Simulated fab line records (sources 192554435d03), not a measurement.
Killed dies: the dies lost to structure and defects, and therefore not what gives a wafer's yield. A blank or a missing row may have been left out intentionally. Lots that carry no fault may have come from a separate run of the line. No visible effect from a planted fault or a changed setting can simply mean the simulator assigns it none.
Matching of chambers || flow n5Finfet || 4 sister chambers for N5_BEOL_M15_STRIP_36 on rieDiel-01
The step strips in O2. 4 wafers are shown with their chamber, then 9 later ones without.

## EACH WAFER AND ITS CHAMBER
{"wafer": "L085.2", "chamber": 0, "showerheadPlenumPTorr (Torr)": 2.16}
{"wafer": "L091.2", "chamber": 2, "showerheadPlenumPTorr (Torr)": 2.02}
{"wafer": "L091.3", "chamber": 1, "showerheadPlenumPTorr (Torr)": 2.01}
{"wafer": "L091.6", "chamber": 3, "showerheadPlenumPTorr (Torr)": 2.08}

## WAFERS WHOSE CHAMBER IS MISSING
{"wafer": "L087.3", "showerheadPlenumPTorr (Torr)": 2.08}
{"wafer": "L087.4", "showerheadPlenumPTorr (Torr)": 2.01}
{"wafer": "L087.5", "showerheadPlenumPTorr (Torr)": 2.16}
{"wafer": "L090.3", "showerheadPlenumPTorr (Torr)": 2.16}
{"wafer": "L090.4", "showerheadPlenumPTorr (Torr)": 2.02}
{"wafer": "L090.5", "showerheadPlenumPTorr (Torr)": 2.08}
{"wafer": "L095.1", "showerheadPlenumPTorr (Torr)": 2.08}
{"wafer": "L095.3", "showerheadPlenumPTorr (Torr)": 2.01}
{"wafer": "L095.6", "showerheadPlenumPTorr (Torr)": 2.15}

## CHAMBER TAKEN BY EACH
{"wafer": "L087.3", "from the rows above": 3, "in truth": 3}
{"wafer": "L087.4", "from the rows above": 1, "in truth": 1}
{"wafer": "L087.5", "from the rows above": 0, "in truth": 0}
{"wafer": "L090.3", "from the rows above": 0, "in truth": 0}
{"wafer": "L090.4", "from the rows above": 2, "in truth": 2}
{"wafer": "L090.5", "from the rows above": 3, "in truth": 3}
{"wafer": "L095.1", "from the rows above": 3, "in truth": 3}
{"wafer": "L095.3", "from the rows above": 1, "in truth": 1}
{"wafer": "L095.6", "from the rows above": 0, "in truth": 0}
Correct placement for 9 of the 9. Left unplaced by these rows: 0. Placed wrongly: 0.
How it was worked out, from the rows above alone: a wafer's distance from a chamber is the root of the sum, over the readings, of the square of ((its reading less the chamber's mean) divided by the reading's scatter). If the next closest chamber is less than 2 further off than the closest, the wafer can't be placed; otherwise it belongs to the closest. For every chamber, the mean is computed from those of its wafers that are shown. The scatter: root of mean squared gap, hidden wafer to nearest shown wafer, with one shown wafer a chamber.
